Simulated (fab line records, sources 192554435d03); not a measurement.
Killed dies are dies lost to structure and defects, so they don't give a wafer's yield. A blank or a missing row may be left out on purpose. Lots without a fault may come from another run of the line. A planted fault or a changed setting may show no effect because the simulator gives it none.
fab line records | flow n5_finfet
record lots=9 wafers=26 last_day=17
route steps=1938 shown SD_EPI_P@303 BEOL_M4@1111 PASSIVATION@1936
lots that met no fault: from a run of the same line without faults
start_h: hours from the record's first day to the start of the lot's first wafer shown | wait_h: hours since the lot's step before | " the same as in the row above | L1.1+2: a row that stands for several wafers | - no value, or no start given | * or withheld: withheld | < > ~ a bound
route shown NAME@n: a module of which the file shows steps, and the number in the route of the first | usual: mean/standard deviation of fault-free wafers | same: alike in all rows | chamber/n: place in a boat | sites: the reading at each site | _std_site: their standard deviation | _edge_site: outer sites' mean less inner sites' | radius_mm: how far each site lies from the wafer's centre | mask NAME#n: copy n | behind: the tool/chamber that last shaped the wafer | hold: why the lot was held/for how many hours/how that ended | device: the transistor (n, p or np) that didn't switch | end of line: the same wafers' tests at the end of the route | a step without rows: its recipe alone | killed: dies lost to structure and defects at the first sort, not the wafer's yield | map: a wafer's dies, x killed, . not, _ none there
set.NAME: the setting as run; set.NAME@STEP: as run at that earlier step | model.NAME: the simulator's own value behind a step, which no gauge read
steps of the route over a sample of lots; a table a step, a row a wafer
services: from which hour (start_h, from the record's first day; less than 0 if before it) a tool's chamber was out of use, for how many hours, and why
## steps
# step N5_SD_EPI_P_CD_MEAS_09
# recipe target_cd_nm=240 landing_energy_ev=500 detector=se_inlens
# usual cd_nm=240.2/0.8
# columns lot.wafer tool chamber start_h wait_h cd_nm
L230.2 cd_sem-01 0 56.31 - 238.5
L230.3 " 0 " " 239.5
L230.4 " 0 " " 238.8
L232.3 cd_sem-02 0 65.18 - 240.1
L232.4 " 0 " " 239.3
L232.6 " 0 " " 241.6
L235.2 cd_sem-02 0 87.74 - 239.9
L235.4 " 0 " " 240.2
L235.6 " 0 " " 239.6
L237.1 cd_sem-02 0 96.51 - 240.7
L237.2 " 0 " " 241.2
L237.5 " 0 " " 240.1
L243.1 cd_sem-03 0 132.75 - 239.8
L243.4 " 0 " " 240.6
L243.5 " 0 " " 239.9
L244.2 cd_sem-01 0 137.62 - 240.3
L244.6 " 0 " " 239.3
L251.1 cd_sem-02 0 178.69 - 240.9
L251.4 " 0 " " 241.3
L251.5 " 0 " " 241.0
L252.1 cd_sem-02 0 187.10 - 240.5
L252.2 " 0 " " 241.4
L252.3 " 0 " " 240.0
L253.1 cd_sem-01 0 190.94 - 240.3
L253.2 " 0 " " 239.6
L253.6 " 0 " " 240.8
# step N5_SD_EPI_P_ETCH_36
# recipe chemistry=CF4 target=SiARC target_depth_a=455 mask_material=CAR-ArF-block time_s=75.8 ion_energy_ev=80 pressure_mtorr=40 source_w=545 bias_w=36 Ar_flow_sccm=100 cf4_flow_sccm=100 ends=cleared
# usual drypump_motor_current_A=5.8/0.44 etch_rf_on_time_s=74.7/1.9 mfc_ar_sccm=100.0/0.31 oes_product_au=0.69/0.063 rf_vpp_V=184.0/0.98 showerhead_plenum_p_Torr=2.14/0.046 throttle_valve_pct=15.50/0.22
# columns lot.wafer tool chamber start_h wait_h drypump_motor_current_A etch_rf_on_time_s mfc_ar_sccm oes_product_au rf_hours_counter_h rf_vpp_V showerhead_plenum_p_Torr throttle_valve_pct
L230.2 rie_diel-02 3 56.43 0.0 5.4 76.8 100.1 0.66 129 184.0 2.12 15.63
L230.3 " 2 " " 6.4 76.7 100.0 0.63 129 184.8 2.15 15.72
L230.4 " 0 " " 5.4 71.7 99.4 0.85 10 184.6 2.10 14.93
L232.3 rie_diel-02 0 65.30 0.0 5.4 71.0 99.8 0.84 12 184.5 2.10 14.95
L232.4 " 1 " " 5.7 73.3 100.1 0.73 57 183.4 2.08 15.35
L232.6 " 1 " " 5.7 73.0 100.2 0.74 - 183.7 2.08 15.34
L235.2 rie_diel-05 2 87.98 0.0 5.9 72.3 99.8 0.74 67 183.9 2.17 15.35
L235.4 " 0 " " 5.8 76.9 99.5 0.62 195 184.2 2.13 15.65
L235.6 " 1 " " 5.6 73.9 100.2 0.66 - 185.1 2.22 15.38
L237.1 rie_diel-05 2 97.27 0.0 5.9 71.9 100.2 0.75 69 184.6 2.17 15.35
L237.2 " 1 " " 5.7 73.4 100.0 0.67 132 184.8 2.22 15.38
L237.5 " 2 " " 5.9 71.9 100.3 0.75 - 184.2 2.17 15.36
L243.1 rie_diel-05 0 132.98 0.0 5.8 78.3 100.3 0.62 209 184.3 2.12 15.68
L243.4 " 1 " " 5.6 74.7 99.9 0.65 - 185.5 2.21 15.42
L243.5 " 2 " " 5.8 72.8 100.1 0.73 - 183.1 2.17 15.37
L244.2 rie_diel-05 2 137.74 0.0 5.9 73.2 99.4 0.72 82 185.1 2.17 15.37
L244.6 " 2 " " 5.9 72.4 100.1 0.72 - 183.3 2.17 15.37
L251.1 rie_diel-03 0 179.11 0.0 5.3 73.8 99.7 0.73 78 182.7 2.08 15.45
L251.4 " 3 " " 6.6 73.0 100.4 0.71 87 184.0 2.16 15.41
L251.5 " 2 " " 5.7 76.0 100.0 0.60 - 183.9 2.20 15.74
L252.1 rie_diel-03 1 187.22 0.0 4.8 74.2 99.8 0.77 18 185.2 2.19 15.38
L252.2 " 3 " " 6.6 72.9 99.9 0.70 90 184.7 2.16 15.41
L252.3 " 0 " " 5.3 73.4 99.9 0.72 80 183.9 2.08 15.47
L253.1 rie_diel-02 2 191.40 0.0 6.5 78.9 100.0 0.60 167 182.6 2.13 15.80
L253.2 " 0 " " 5.4 72.9 100.1 0.77 51 184.4 2.09 15.03
L253.6 " 0 " " 5.4 72.9 100.2 0.77 - 183.7 2.09 15.03
# step N5_SD_EPI_P_ETCH_37
# recipe chemistry=N2/H2 target=SOC overetch_a=1080 mask_material=SiARC temp_c=40 ion_energy_ev=100 source_w=3000 bias_w=133 pressure_mtorr=20 time_s=486 n2_flow_sccm=200 h2_flow_sccm=200 ends=end_point
# usual drypump_motor_current_A=5.8/0.44 oes_product_au=0.71/0.057 rf_vpp_V=240.6/1.2 showerhead_plenum_p_Torr=2.54/0.052 throttle_valve_pct=23.8/0.34
# columns lot.wafer tool chamber start_h wait_h drypump_motor_current_A oes_product_au rf_hours_counter_h rf_vpp_V showerhead_plenum_p_Torr throttle_valve_pct
L230.2 rie_diel-02 3 56.49 0.0 5.4 0.69 129 241.3 2.57 24.3
L230.3 " 2 " " 6.4 0.67 129 240.6 2.53 23.6
L230.4 " 0 " " 5.4 0.86 10 239.8 2.52 23.5
L232.3 rie_diel-02 0 65.35 0.0 5.4 0.85 13 240.9 2.52 23.5
L232.4 " 1 " " 5.7 0.76 57 241.3 2.47 23.9
L232.6 " 1 " " 5.7 0.76 - 240.2 2.47 23.9
L235.2 rie_diel-05 2 88.03 0.0 5.9 0.76 68 240.7 2.55 23.2
L235.4 " 0 " " 5.8 0.67 195 240.8 2.51 23.9
L235.6 " 1 " " 5.7 0.68 - 241.0 2.63 23.4
L237.1 rie_diel-05 2 97.32 0.0 5.9 0.76 69 240.1 2.55 23.2
L237.2 " 1 " " 5.7 0.68 132 242.2 2.63 23.4
L237.5 " 2 " " 5.9 0.76 - 241.8 2.55 23.2
L243.1 rie_diel-05 0 133.03 0.0 5.8 0.65 209 240.4 2.51 23.9
L243.4 " 1 " " 5.7 0.68 - 242.2 2.62 23.4
L243.5 " 2 " " 5.9 0.74 - 241.1 2.55 23.3
L244.2 rie_diel-05 2 137.80 0.0 5.8 0.75 83 239.1 2.55 23.2
L244.6 " 2 " " 5.9 0.75 - 240.7 2.55 23.3
L251.1 rie_diel-03 0 179.16 0.0 5.3 0.75 78 239.5 2.47 23.9
L251.4 " 3 " " 6.7 0.73 87 241.7 2.56 23.8
L251.5 " 2 " " 5.7 0.63 - 241.8 2.60 23.7
L252.1 rie_diel-03 1 187.28 0.0 4.8 0.80 18 240.8 2.60 23.5
L252.2 " 3 " " 6.6 0.72 90 241.1 2.56 23.8
L252.3 " 0 " " 5.3 0.74 80 239.5 2.47 23.9
L253.1 rie_diel-02 2 191.46 0.0 6.4 0.65 167 239.4 2.52 23.7
L253.2 " 0 " " 5.4 0.78 51 240.1 2.50 23.5
L253.6 " 0 " " 5.4 0.78 - 239.9 2.50 23.5
# step N5_SD_EPI_P_ETCH_47
# recipe chemistry=CH3F/O2 target=SiOCN target_depth_a=250 mask_material=SOC ion_energy_ev=60 bias_w=29 pressure_mtorr=30 source_w=410 Ar_flow_sccm=150 CH3F_flow_sccm=30 O2_flow_sccm=20
# usual drypump_motor_current_A=5.8/0.44 mfc_ar_sccm=150.0/0.46 oes_product_au=0.80/0.071 rf_vpp_V=128.2/2.7 showerhead_plenum_p_Torr=2.00/0.04 throttle_valve_pct=16.21/0.21
# columns lot.wafer tool chamber start_h wait_h drypump_motor_current_A mfc_ar_sccm oes_product_au rf_hours_counter_h rf_vpp_V showerhead_plenum_p_Torr throttle_valve_pct
L230.2 rie_diel-02 3 56.91 0.1 5.4 151.5 0.78 129 130.7 1.98 16.34
L230.3 " 2 " " 6.5 150.0 0.76 129 128.5 2.01 16.42
L230.4 " 0 " " 5.4 149.8 0.99 10 131.0 1.98 15.77
L232.3 rie_diel-02 0 65.78 0.1 5.4 150.4 0.98 13 131.9 1.98 15.78
L232.4 " 1 " " 5.7 149.4 0.86 57 128.5 1.95 16.13
L232.6 " 1 " " 5.7 149.6 0.85 - 126.8 1.95 16.14
L235.2 rie_diel-05 2 88.46 0.1 5.9 149.4 0.86 68 124.7 2.02 16.02
L235.4 " 0 " " 5.8 149.4 0.74 195 131.4 1.98 16.33
L235.6 " 1 " " 5.6 150.7 0.77 - 125.0 2.07 16.06
L237.1 rie_diel-05 2 97.75 0.1 5.9 150.5 0.85 70 123.4 2.02 16.01
L237.2 " 1 " " 5.6 149.9 0.76 132 124.8 2.07 16.05
L237.5 " 2 " " 5.9 150.8 0.86 - 124.6 2.02 16.02
L243.1 rie_diel-05 0 133.46 0.1 5.8 150.2 0.73 209 130.2 1.98 16.35
L243.4 " 1 " " 5.6 150.2 0.75 - 124.7 2.07 16.08
L243.5 " 2 " " 5.8 149.6 1.08 - 124.1 2.02 16.04
L244.2 rie_diel-05 2 138.22 0.1 5.9 149.8 0.83 83 124.5 2.02 16.04
L244.6 " 2 " " 5.9 149.7 1.07 - 123.4 2.02 16.04
L251.1 rie_diel-03 0 179.59 0.1 5.3 150.6 0.84 78 131.0 1.95 16.22
L251.4 " 3 " " 6.7 150.2 0.82 87 127.9 2.00 16.01
L251.5 " 2 " " 5.7 150.5 0.69 - 125.8 2.06 16.40
L252.1 rie_diel-03 1 187.70 0.1 4.8 149.8 0.90 18 129.9 2.04 16.07
L252.2 " 3 " " 6.6 149.7 0.81 90 126.5 2.00 16.02
L252.3 " 0 " " 5.3 150.3 0.85 81 131.0 1.95 16.26
L253.1 rie_diel-02 2 191.88 0.1 6.4 149.9 0.71 167 127.3 2.00 16.49
L253.2 " 0 " " 5.4 149.2 0.89 51 131.3 1.96 15.85
L253.6 " 0 " " 5.3 149.5 0.90 - 131.5 1.96 15.86
# step N5_BEOL_M4_RC_MEAS_101
# usual DIBL_N=36.0/2.2 DIBL_P=35.9/2.6 IOFF_N=0.16/0.038 IOFF_P=0.21/0.042 ION_N=675/15 ION_P=463/10 SS_N=71.5/0.62 SS_P=73.2/0.76 VT_N=250/4.1 VT_P=-251/3.6
# columns lot.wafer tool chamber start_h wait_h DIBL_N[mV/V] DIBL_P[mV/V] IOFF_N[nA/um] IOFF_P[nA/um] ION_N[uA/um] ION_P[uA/um] SS_N[mV/dec] SS_P[mV/dec] VT_N[mV] VT_P[mV]
L230.2 prober-01 0 164.69 0.2 35.0 34.6 0.13 0.20 672 464 71.2 72.7 250 -250
L230.3 " 0 " " 32.8 32.3 0.11 0.17 658 457 70.6 72.4 256 -251
L230.4 " 0 " " 33.8 32.1 0.12 0.16 665 461 71.6 72.1 254 -251
L232.3 prober-02 0 168.92 0.3 36.3 37.2 0.17 0.21 675 458 72.3 73.5 249 -252
L232.4 " 0 " " 35.1 36.8 0.15 0.19 662 454 71.6 73.3 251 -252
L232.6 " 0 " " 32.8 34.1 0.12 0.16 672 463 70.7 72.1 253 -255
L235.2 prober-01 0 195.36 0.2 38.7 39.3 0.21 0.26 690 471 72.2 74.5 245 -249
L235.4 " 0 " " 36.1 35.5 0.16 0.19 675 459 72.4 73.7 249 -251
L235.6 " 0 " " 33.1 32.3 0.12 0.16 662 452 71.2 72.1 252 -253
L237.1 prober-01 0 214.28 0.0 36.5 35.6 0.15 0.20 672 462 71.5 73.3 249 -249
L237.2 " 0 " " 34.2 34.0 0.13 0.19 682 473 70.9 72.4 253 -250
L237.5 " 0 " " 35.0 34.3 0.13 0.19 673 465 70.7 72.6 251 -249
L244.2 prober-02 0 247.47 0.2 36.8 35.6 0.16 0.23 677 467 70.6 73.3 249 -247
L244.6 " 0 " " 36.8 38.0 0.16 0.28 685 483 71.2 72.7 250 -250
L243.1 prober-02 0 253.67 0.0 35.7 35.0 0.15 0.19 671 464 70.9 72.2 248 -250
L243.4 " 0 " " 32.8 31.4 0.11 0.15 670 458 70.7 72.1 253 -254
L243.5 " 0 " " 36.7 36.2 0.16 0.23 669 466 71.8 73.1 249 -247
L251.1 prober-02 0 290.17 0.0 35.9 36.9 0.17 0.28 684 476 71.5 74.2 249 -243
L251.4 " 0 " " 32.9 32.5 0.12 0.19 663 462 70.3 72.6 255 -249
L251.5 " 0 " " 33.8 31.9 0.12 0.18 656 454 70.8 72.2 252 -251
L252.1 prober-01 0 306.25 0.0 37.4 40.0 0.21 0.26 678 458 71.8 74.5 242 -250
L252.2 " 0 " " 33.0 33.5 0.14 0.17 679 467 71.5 72.5 249 -254
L252.3 " 0 " " 37.6 40.5 0.22 0.25 692 470 72.9 74.6 244 -249
L253.1 prober-02 0 306.35 0.0 36.0 37.0 0.18 0.25 684 464 71.0 73.4 245 -248
L253.2 " 0 " " 35.7 36.7 0.18 0.25 693 475 71.2 73.6 244 -245
L253.6 " 0 " " 35.6 37.8 0.19 0.28 700 491 71.5 74.2 245 -245
# step N5_PASSIVATION_PROBE_49
# usual defect_limited_yield=91.4/1.6 killed_at_M0_to_M3=35/10 killed_at_M4_up=12/4.7 killed_at_contacts=12/5.8 killed_at_front_end=38/12 killed_at_other=4/3.2 killed_dies=102/18 killed_open=68/14 killed_short=32/8 sort_bin_5_function=5.1/0.96 sort_bin_6_memory=3.2/0.77 sort_n_pass=1078/20 sort_yield_pct=91.3/1.7
# same gross_dies=1180 killed_at_back_side=0 sort_bin_4_leakage[%]=0 sort_bin_8_speed[%]=0
# columns lot.wafer tool chamber start_h wait_h defect_limited_yield[%] killed_at_M0_to_M3 killed_at_M4_up killed_at_contacts killed_at_front_end killed_at_other killed_dies killed_open killed_short sort_bin_5_function[%] sort_bin_6_memory[%] sort_n_pass sort_yield_pct[%]
L230.2 prober-01 - 264.12 0.1 92.4 37 7 6 35 5 90 67 22 4.3 3.2 1090 92.4
L230.3 prober-01 - 264.17 0.1 94.2 22 5 2 35 4 68 40 28 3.5 2.1 1112 94.2
L230.4 prober-01 - 264.22 0.2 92.1 34 14 16 28 1 93 66 26 4.4 3.3 1087 92.1
L232.3 prober-02 - 276.29 0.1 93.9 18 9 8 31 6 72 51 21 3.6 2.2 1108 93.9
L232.4 prober-02 - 276.34 0.2 93.7 26 9 6 32 1 74 54 20 3.6 2.5 1106 93.7
L232.6 prober-02 - 276.44 0.3 94.5 27 13 5 20 0 65 43 21 3.4 2.0 1115 94.5
L235.2 prober-01 - 309.28 0.6 92.8 30 9 12 28 6 85 55 29 3.6 3.1 1095 92.8
L235.4 prober-01 - 309.38 0.7 91.8 32 7 10 42 6 97 66 29 5.2 2.5 1083 91.8
L235.6 prober-01 - 309.48 0.8 90.5 47 11 10 39 5 112 83 28 5.5 3.6 1068 90.5
L237.1 prober-01 - 327.58 0.0 91.6 43 15 12 26 3 99 70 29 4.8 3.2 1081 91.6
L237.2 prober-01 - 327.63 0.1 91.4 51 10 8 28 5 102 65 31 4.8 3.1 1078 91.4
L237.5 prober-01 - 327.78 0.2 93.1 37 15 5 20 5 82 63 19 4.3 2.5 1098 93.1
L244.2 prober-02 - 359.63 1.0 92.9 26 10 10 38 0 84 56 28 4.9 1.9 1096 92.9
L244.6 prober-02 - 359.83 1.2 89.7 44 12 13 52 1 122 78 44 5.5 4.4 1058 89.7
L243.1 prober-01 - 359.75 0.5 92.1 29 14 12 36 2 93 69 24 4.9 2.4 1087 92.1
L243.4 prober-01 - 359.90 0.6 92.7 27 9 15 30 5 86 53 32 5.3 1.9 1094 92.7
L243.5 prober-01 - 359.95 0.7 91.8 29 13 12 40 3 97 69 25 4.7 3.3 1083 91.8
L251.1 prober-02 - 390.75 0.4 91.0 41 14 17 33 1 106 72 33 5.3 3.1 1074 91.0
L251.4 prober-02 - 390.90 0.5 89.3 46 9 22 40 9 126 74 52 5.9 4.2 1054 89.3
L251.5 prober-02 - 390.95 0.6 89.7 58 11 13 37 3 122 75 45 5.8 4.1 1058 89.7
L253.1 prober-02 - 403.77 0.0 90.1 39 14 19 42 3 117 85 31 6.0 3.7 1063 90.1
L253.2 prober-02 - 403.82 0.1 90.8 31 5 17 54 1 108 71 35 5.1 3.7 1072 90.8
L253.6 prober-02 - 404.02 0.3 91.1 31 15 12 44 3 105 66 39 6.2 2.5 1075 91.1
L252.1 prober-01 - 408.40 0.0 93.4 20 10 13 29 6 78 44 30 4.1 2.1 1102 93.4
L252.2 prober-01 - 408.45 0.1 94.0 16 11 15 23 6 71 42 29 3.4 2.1 1109 94.0
L252.3 prober-01 - 408.50 0.1 93.9 18 11 5 38 0 72 50 22 3.1 2.9 1108 93.9
# killed by level:class
L230.2 STI_FIN_REVEAL:geometric_particle:open=11 BEOL_M0_SAQP:geometric_particle:open=9 BEOL_M2:geometric_particle:open=8 DUMMY_GATE:geometric_particle:open=8 BEOL_M1:geometric_particle:open=8 FIN_SAQP:geometric_particle:open=5 MOL_CONTACT_COAG:geometric_particle:open=5 BEOL_M0_SAQP:geometric_particle:short=5
L230.3 STI_FIN_REVEAL:geometric_particle:open=10 FIN_SAQP:geometric_particle:short=8 BEOL_M0_SAQP:geometric_particle:short=5 DUMMY_GATE:geometric_particle:open=4 BEOL_M2:geometric_particle:open=4 FIN_SAQP:geometric_particle:open=3 BEOL_M1:geometric_particle:open=3 STARTING-WAFER:geometric_particle:short=3
L230.4 MOL_CONTACT_COAG:geometric_particle:open=12 STI_FIN_REVEAL:geometric_particle:open=10 BEOL_M2:geometric_particle:open=9 BEOL_M0_SAQP:geometric_particle:open=7 BEOL_M4:geometric_particle:open=5 MOL_CONTACT_COAG:geometric_particle:short=4 BEOL_M0_SAQP:geometric_particle:short=4 BEOL_M1:geometric_particle:open=4
L232.3 STI_FIN_REVEAL:geometric_particle:open=10 MOL_CONTACT_COAG:geometric_particle:open=8 BEOL_M2:geometric_particle:open=5 FIN_SAQP:geometric_particle:short=4 DUMMY_GATE:geometric_particle:open=4 BEOL_M3:geometric_particle:open=4 FIN_SAQP:geometric_particle:open=3 GATE_CUT:geometric_particle:short=3
L232.4 FIN_SAQP:geometric_particle:open=9 BEOL_M2:geometric_particle:open=8 BEOL_M3:geometric_particle:open=8 DUMMY_GATE:geometric_particle:open=5 MOL_CONTACT_COAG:geometric_particle:open=5 FIN_SAQP:geometric_particle:short=4 GATE_CUT:geometric_particle:open=4 STARTING-WAFER:geometric_particle:short=4
L232.6 BEOL_M3:geometric_particle:open=9 BEOL_M2:geometric_particle:open=7 FIN_SAQP:geometric_particle:short=6 STI_FIN_REVEAL:geometric_particle:open=4 BEOL_M0_SAQP:geometric_particle:open=4 MOL_CONTACT_COAG:geometric_particle:short=3 BEOL_M0:geometric_particle:open=3 BEOL_M4:geometric_particle:open=3
L235.2 BEOL_M1:geometric_particle:open=14 MOL_CONTACT_COAG:geometric_particle:open=10 FIN_SAQP:geometric_particle:short=7 GATE_CUT:geometric_particle:short=7 FIN_SAQP:geometric_particle:open=5 BEOL_M3:geometric_particle:open=5 BEOL_M0_SAQP:geometric_particle:short=4 STARTING-WAFER:geometric_particle:short=4
L235.4 FIN_SAQP:geometric_particle:open=19 BEOL_M1:geometric_particle:open=10 MOL_CONTACT_COAG:geometric_particle:open=9 FIN_SAQP:geometric_particle:short=8 BEOL_M0_SAQP:geometric_particle:open=7 BEOL_M0_SAQP:geometric_particle:short=7 STARTING-WAFER:geometric_particle:open=4 BEOL_M0:geometric_particle:open=3
L235.6 BEOL_M2:geometric_particle:open=17 FIN_SAQP:geometric_particle:open=11 FIN_SAQP:geometric_particle:short=11 STI_FIN_REVEAL:geometric_particle:open=9 MOL_CONTACT_COAG:geometric_particle:open=9 BEOL_M3:geometric_particle:open=8 BEOL_M0_SAQP:geometric_particle:open=7 BEOL_M1:geometric_particle:open=7
L237.1 BEOL_M0_SAQP:geometric_particle:open=14 BEOL_M3:geometric_particle:open=14 STI_FIN_REVEAL:geometric_particle:open=8 MOL_CONTACT_COAG:geometric_particle:open=8 BEOL_M0_SAQP:geometric_particle:short=7 GATE_CUT:geometric_particle:short=5 BEOL_M4:geometric_particle:open=5 MOL_CONTACT_COAG:geometric_particle:short=4
L237.2 BEOL_M0_SAQP:geometric_particle:open=12 BEOL_M3:geometric_particle:open=11 BEOL_M0_SAQP:geometric_particle:short=10 MOL_CONTACT_COAG:geometric_particle:open=8 BEOL_M2:geometric_particle:open=8 BEOL_M1:geometric_particle:open=7 HKMG_FIN:area_etch=6 FIN_SAQP:geometric_particle:short=5
L237.5 BEOL_M3:geometric_particle:open=13 BEOL_M4:geometric_particle:open=11 BEOL_M0_SAQP:geometric_particle:open=10 BEOL_M1:geometric_particle:open=7 DUMMY_GATE:geometric_particle:open=4 MOL_CONTACT_COAG:geometric_particle:open=4 FIN_SAQP:geometric_particle:short=3 STI_FIN_REVEAL:geometric_particle:open=3
L244.2 STI_FIN_REVEAL:geometric_particle:open=10 MOL_CONTACT_COAG:geometric_particle:open=9 BEOL_M0_SAQP:geometric_particle:short=9 FIN_SAQP:geometric_particle:open=8 GATE_CUT:geometric_particle:short=5 GATE_CUT:geometric_particle:open=5 BEOL_M0_SAQP:geometric_particle:open=5 BEOL_M4:geometric_particle:short=4
L243.1 BEOL_M0_SAQP:geometric_particle:open=10 GATE_CUT:geometric_particle:open=9 MOL_CONTACT_COAG:geometric_particle:open=9 FIN_SAQP:geometric_particle:open=7 BEOL_M0_SAQP:geometric_particle:short=6 BEOL_M2:geometric_particle:open=6 DUMMY_GATE:geometric_particle:open=5 BEOL_M4:geometric_particle:open=5
L244.6 FIN_SAQP:geometric_particle:open=16 BEOL_M0_SAQP:geometric_particle:short=16 MOL_CONTACT_COAG:geometric_particle:open=10 FIN_SAQP:geometric_particle:short=9 BEOL_M3:geometric_particle:open=9 BEOL_M1:geometric_particle:open=8 BEOL_M2:geometric_particle:open=7 DUMMY_GATE:geometric_particle:open=6
L243.4 STI_FIN_REVEAL:geometric_particle:open=12 BEOL_M0_SAQP:geometric_particle:short=12 MOL_CONTACT_COAG:geometric_particle:open=11 BEOL_M0_SAQP:geometric_particle:open=8 GATE_CUT:geometric_particle:short=4 MOL_CONTACT_COAG:geometric_particle:short=4 PASS1_CAP:geometric_particle:open=4 GATE_CUT:geometric_particle:open=3
L243.5 STI_FIN_REVEAL:geometric_particle:open=8 MOL_CONTACT_COAG:geometric_particle:open=8 BEOL_M0_SAQP:geometric_particle:open=8 BEOL_M1:geometric_particle:open=7 BEOL_M7:geometric_particle:open=7 FIN_SAQP:geometric_particle:short=6 BEOL_M2:geometric_particle:open=6 DUMMY_GATE:geometric_particle:open=5
L251.1 MOL_CONTACT_COAG:geometric_particle:open=14 BEOL_M0_SAQP:geometric_particle:short=13 FIN_SAQP:geometric_particle:open=10 BEOL_M3:geometric_particle:open=7 GATE_CUT:geometric_particle:short=6 BEOL_M0_SAQP:geometric_particle:open=6 BEOL_M2:geometric_particle:open=6 FIN_SAQP:geometric_particle:short=5
L251.4 MOL_CONTACT_COAG:geometric_particle:open=17 BEOL_M3:geometric_particle:open=12 GATE_CUT:geometric_particle:short=11 FIN_SAQP:geometric_particle:short=10 BEOL_M0_SAQP:geometric_particle:short=9 BEOL_M0_SAQP:geometric_particle:open=7 BEOL_M1:geometric_particle:open=6 MOL_CONTACT_COAG:geometric_particle:short=5
L251.5 FIN_SAQP:geometric_particle:short=11 BEOL_M0_SAQP:geometric_particle:open=11 BEOL_M0_SAQP:geometric_particle:short=10 BEOL_M1:geometric_particle:open=9 BEOL_M2:geometric_particle:open=9 MOL_CONTACT_COAG:geometric_particle:open=8 GATE_CUT:geometric_particle:short=6 BEOL_M3:geometric_particle:open=6
L253.1 MOL_CONTACT_COAG:geometric_particle:open=17 FIN_SAQP:geometric_particle:open=15 BEOL_M0_SAQP:geometric_particle:open=12 FIN_SAQP:geometric_particle:short=11 BEOL_M2:geometric_particle:open=9 BEOL_M0_SAQP:geometric_particle:short=7 BEOL_M3:geometric_particle:open=7 BEOL_M4:geometric_particle:open=6
L253.2 FIN_SAQP:geometric_particle:short=17 FIN_SAQP:geometric_particle:open=14 MOL_CONTACT_COAG:geometric_particle:open=14 BEOL_M0_SAQP:geometric_particle:open=12 BEOL_M0_SAQP:geometric_particle:short=8 DUMMY_GATE:geometric_particle:open=6 BEOL_M2:geometric_particle:open=5 GATE_CUT:geometric_particle:open=4
L253.6 BEOL_M0_SAQP:geometric_particle:open=11 BEOL_M0_SAQP:geometric_particle:short=11 FIN_SAQP:geometric_particle:open=10 STI_FIN_REVEAL:geometric_particle:open=10 MOL_CONTACT_COAG:geometric_particle:open=8 FIN_SAQP:geometric_particle:short=7 STARTING-WAFER:geometric_particle:short=5 MOL_CONTACT_COAG:geometric_particle:short=4
L252.1 MOL_CONTACT_COAG:geometric_particle:open=10 BEOL_M3:geometric_particle:open=8 FIN_SAQP:geometric_particle:short=7 STI_FIN_REVEAL:geometric_particle:open=7 BEOL_M0_SAQP:geometric_particle:short=6 HKMG_FIN:area_etch=4 MOL_CONTACT_COAG:geometric_particle:short=3 BEOL_M4:geometric_particle:open=3
L252.2 MOL_CONTACT_COAG:geometric_particle:open=11 FIN_SAQP:geometric_particle:short=8 BEOL_M4:geometric_particle:open=7 BEOL_M2:geometric_particle:short=5 MOL_CONTACT_COAG:geometric_particle:short=4 FIN_SAQP:geometric_particle:open=3 STI_FIN_REVEAL:geometric_particle:open=3 BEOL_M3:geometric_particle:open=3
L252.3 FIN_SAQP:geometric_particle:open=10 STI_FIN_REVEAL:geometric_particle:open=7 FIN_SAQP:geometric_particle:short=6 BEOL_M2:geometric_particle:open=6 MOL_CONTACT_COAG:geometric_particle:open=5 STARTING-WAFER:geometric_particle:short=4 BEOL_M3:geometric_particle:open=4 STARTING-WAFER:geometric_particle:open=4
## services
# columns tool chamber start_h hours kind
rie_diel-02 - 89.59 0.7 repair
rie_diel-02 2 95.78 4.7 repair
rie_diel-02 3 97.68 4.5 repair
rie_diel-03 1 109.14 - clean
rie_diel-03 1 109.14 - consumable_replace:focus_ring
rie_diel-03 1 109.14 17.6 scheduled_down
rie_diel-03 1 109.14 17.6 vent_cycle
rie_diel-02 3 119.31 7.9 repair
rie_diel-05 - 122.19 0.2 repair
rie_diel-05 3 129.67 16.7 repair
rie_diel-05 - 159.80 1.1 repair
rie_diel-03 2 189.48 14.7 repair
## key
first_sign step=N5_SD_EPI_P_ETCH_47 reading=oes_product_au direction=up sigmas=3.8 usual=0.80 struck=1.07
effect none on later readings
met_at N5_SD_EPI_P_ETCH_47
struck_lots L243,L244
struck_wafers L243.5,L244.6
not_acting_at N5_SD_EPI_P_CD_MEAS_09,N5_SD_EPI_P_ETCH_36,N5_SD_EPI_P_ETCH_37
onset_between 97.75 133.46
fault kind=process_parameter_drift tool=rie_diel-05 chamber=- onset_h=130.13 steps=N5_SD_EPI_P_ETCH_47 channel=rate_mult offset=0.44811 shape=step end_h=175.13 scope=struck_wafers_only
